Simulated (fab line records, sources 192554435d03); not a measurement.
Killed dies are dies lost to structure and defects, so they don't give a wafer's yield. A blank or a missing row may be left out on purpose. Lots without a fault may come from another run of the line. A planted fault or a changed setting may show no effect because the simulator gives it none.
Split-lot experiment | flow n5_finfet | 7 lots, 39 wafers read, on a route of 1938 steps

THE SPLIT
At N5_DUMMY_GATE_ETCH_32 (etches SiO2 in CF4, target depth 3.5 nm, time 3.9 s), the setting time_s was moved away from the recipe's 3.9 s on 15 of the 39 wafers read, by -23.9% to +20.6%. The other wafers ran this setting at the recipe's value.

The reading is taken at the split's own step.

THE READING
etch.depth_nm (the simulator's own value, which no gauge read), in nm, at N5_DUMMY_GATE_ETCH_32 (etches SiO2 in CF4, target depth 3.5 nm, time 3.9 s). The file gives no usual value for it. The 24 wafers here that ran the recipe average 3.481 nm, standard deviation 0.044 nm.

wafer  | tool, chamber at the split | time_s as run, s | against the recipe | etch.depth_nm, nm | against lot-mates on the recipe
L079.1 | rie_si-02, 2               | 3.226            | -17.3%             | 2.871             | -0.583
L079.2 | rie_si-02, 3               | 3.226            | -17.3%             | 2.835             | -0.619
L079.3 | rie_si-02, 1               | 3.9              | recipe             | 3.496             | -
L079.4 | rie_si-02, 0               | 3.9              | recipe             | 3.388             | -
L079.5 | rie_si-02, 2               | 3.226            | -17.3%             | 2.897             | -0.557
L079.6 | rie_si-02, 1               | 3.9              | recipe             | 3.479             | -
L085.1 | rie_si-01, 2               | 3.9              | recipe             | 3.451             | -
L085.4 | rie_si-01, 3               | 3.9              | recipe             | 3.373             | -
L085.6 | rie_si-01, 1               | 3.9              | recipe             | 3.498             | -
L090.1 | rie_si-03, 2               | 4.561            | +16.9%             | 4.12              | +0.619
L090.2 | rie_si-03, 3               | 4.561            | +16.9%             | 4.036             | +0.535
L090.3 | rie_si-03, 1               | 3.9              | recipe             | 3.54              | -
L090.4 | rie_si-03, 0               | 3.9              | recipe             | 3.492             | -
L090.5 | rie_si-03, 0               | 4.561            | +16.9%             | 4.056             | +0.555
L090.6 | rie_si-03, 3               | 3.9              | recipe             | 3.472             | -
L093.1 | rie_si-03, 2               | 3.9              | recipe             | 3.494             | -
L093.2 | rie_si-03, 3               | 3.9              | recipe             | 3.436             | -
L093.3 | rie_si-03, 1               | 3.9              | recipe             | 3.484             | -
L093.4 | rie_si-03, 0               | 3.9              | recipe             | 3.444             | -
L093.5 | rie_si-03, 0               | 3.9              | recipe             | 3.461             | -
L093.6 | rie_si-03, 1               | 3.9              | recipe             | 3.511             | -
L094.1 | rie_si-02, 1               | 3.9              | recipe             | 3.52              | -
L094.2 | rie_si-02, 2               | 2.967            | -23.9%             | 2.67              | -0.817
L094.3 | rie_si-02, 3               | 2.967            | -23.9%             | 2.631             | -0.856
L094.4 | rie_si-02, 0               | 3.9              | recipe             | 3.437             | -
L094.5 | rie_si-02, 2               | 3.9              | recipe             | 3.503             | -
L094.6 | rie_si-02, 3               | 2.967            | -23.9%             | 2.642             | -0.845
L096.1 | rie_si-01, 1               | 3.9              | recipe             | 3.541             | -
L096.2 | rie_si-01, 2               | 3.9              | recipe             | 3.551             | -
L096.3 | rie_si-01, 0               | 4.705            | +20.6%             | 4.213             | +0.676
L096.4 | rie_si-01, 0               | 4.705            | +20.6%             | 4.197             | +0.660
L096.5 | rie_si-01, 2               | 3.9              | recipe             | 3.52              | -
L096.6 | rie_si-01, 1               | 4.705            | +20.6%             | 4.301             | +0.764
L097.1 | rie_si-01, 0               | 3.9              | recipe             | 3.454             | -
L097.2 | rie_si-01, 1               | 3.516            | -9.8%              | 3.186             | -0.300
L097.3 | rie_si-01, 2               | 3.9              | recipe             | 3.503             | -
L097.4 | rie_si-01, 2               | 3.516            | -9.8%              | 3.178             | -0.308
L097.5 | rie_si-01, 1               | 3.9              | recipe             | 3.5               | -
L097.6 | rie_si-01, 0               | 3.516            | -9.8%              | 3.108             | -0.378

THE FIT
A straight line over all 39 wafers: etch.depth_nm changes by +0.0353 nm for each +1% of time_s; r = +0.99; the points scatter about the line by 0.042 nm.
The same after taking each lot's own level away (the mean of its wafers on the recipe; 39 wafers): +0.0342 nm for each +1%; r = +1.00; scatter 0.035 nm.
On that fit, the largest move of time_s shifts the reading by 0.82 nm.
The lots' own levels span 3.4407 to 3.5373 nm, that is 2.2 times the standard deviation above.
So the lot-to-lot level changes the slope little: the two slopes agree.
Check: with one of the wafers moved furthest among these (-23.9%) left out of the fit, the line predicts -0.821 nm for it against its lot-mates. It came out at -0.817 nm against them.

OTHER SPLITS ON THESE WAFERS
These wafers also went through other splits before the reading. Each is held against what the fit with the lots' levels taken away leaves over:
other split on the same wafers       | wafers away from the commonest value | r with etch.depth_nm (lot level and that fit taken away)
N5_DUMMY_GATE_HM_DEP_06 time_s       | 30                                   | +0.03
N5_DUMMY_GATE_ETCH_31 target_depth_a | 12                                   | -0.09

THE FILE'S OWN FIT
etch.depth_nm changes by +0.0342 nm for each +1% of time_s, r = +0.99.
